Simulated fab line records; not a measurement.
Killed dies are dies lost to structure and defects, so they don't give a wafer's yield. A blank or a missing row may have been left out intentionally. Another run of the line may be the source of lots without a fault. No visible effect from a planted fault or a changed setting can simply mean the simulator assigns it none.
Matching of chambers + flow n5-finfet + 3 sister chambers for N5_MIM_TOP_ETCH_PECVD_03 on pecvd-01
The step deposits SiNx from SiH4/NH3/N2, target thk 20 nm, time 17.6 s. 14 wafers are shown with their chamber, then 6 later ones without.

== WAFERS, EACH WITH ITS CHAMBER ==
| wafer  | chamber | showerhead-plenum-p-Torr (Torr) | throttle-valve-pct (%) | heater-power-w (W) |
|--------|---------|---------------------------------|------------------------|--------------------|
| L874.2 | 1       | 5.14                            | 40.5                   | 786                |
| L874.3 | 0       | 5.03                            | 38.5                   | 655                |
| L874.5 | 1       | 5.16                            | 40.4                   | 775                |
| L881.2 | 1       | 5.15                            | 40.3                   | 838                |
| L881.5 | 0       | 5.03                            | 38.5                   | 641                |
| L881.6 | 2       | 5.20                            | 36.8                   | 759                |
| L883.2 | 0       | 5.03                            | 38.6                   | 647                |
| L883.5 | 0       | 5.03                            | 38.8                   | 637                |
| L883.6 | 1       | 5.16                            | 40.2                   | 705                |
| L887.2 | 0       | 5.04                            | 38.7                   | 704                |
| L887.5 | 1       | 5.15                            | 40.6                   | 772                |
| L887.6 | 0       | 5.03                            | 38.6                   | 576                |
| L889.1 | 0       | 5.03                            | 38.4                   | 696                |
| L889.6 | 0       | 5.03                            | 38.6                   | 719                |

SIGNATURES, as means of the wafers listed above
| reading                  | chamber 0 | chamber 1 | chamber 2 | scatter within a chamber |
|--------------------------|-----------|-----------|-----------|--------------------------|
| showerhead-plenum-p-Torr | 5.0312    | 5.1520    | 5.2000    | 0.00578                  |
| throttle-valve-pct       | 38.587    | 40.400    | 36.800    | 0.138                    |
| heater-power-w           | 659.38    | 775.20    | 759.00    | 46.6                     |
Rule: a wafer lies at a distance from a chamber equal to the root of the sum of squares, over the readings, of (its reading less the chamber's mean, divided by the reading's scatter). The wafer belongs to the nearest chamber; if the next one is less than 2 further off, it can't be placed. The scatter: the root of (the sum of the squares of (reading less its chamber's mean) over the shown wafers, divided by (wafers less chambers)).

== WAFERS MISSING THEIR CHAMBER ==
| wafer  | showerhead-plenum-p-Torr (Torr) | throttle-valve-pct (%) | heater-power-w (W) |
|--------|---------------------------------|------------------------|--------------------|
| L895.1 | 5.15                            | 40.6                   | 745                |
| L895.4 | 5.03                            | 38.6                   | 611                |
| L895.5 | 5.19                            | 37.1                   | 861                |
| L896.1 | 5.19                            | 37.2                   | 874                |
| L896.4 | 5.21                            | 37.1                   | 880                |
| L896.6 | 5.03                            | 38.6                   | 600                |

== CHAMBER TAKEN BY EACH ==
| wafer  | from the rows above | in truth |
|--------|---------------------|----------|
| L895.1 | 1                   | 1        |
| L895.4 | 0                   | 0        |
| L895.5 | 2                   | 2        |
| L896.1 | 2                   | 2        |
| L896.4 | 2                   | 2        |
| L896.6 | 0                   | 0        |
Correctly placed: 6 of 6. Number that these rows cannot place: 0. Wrongly placed: 0.
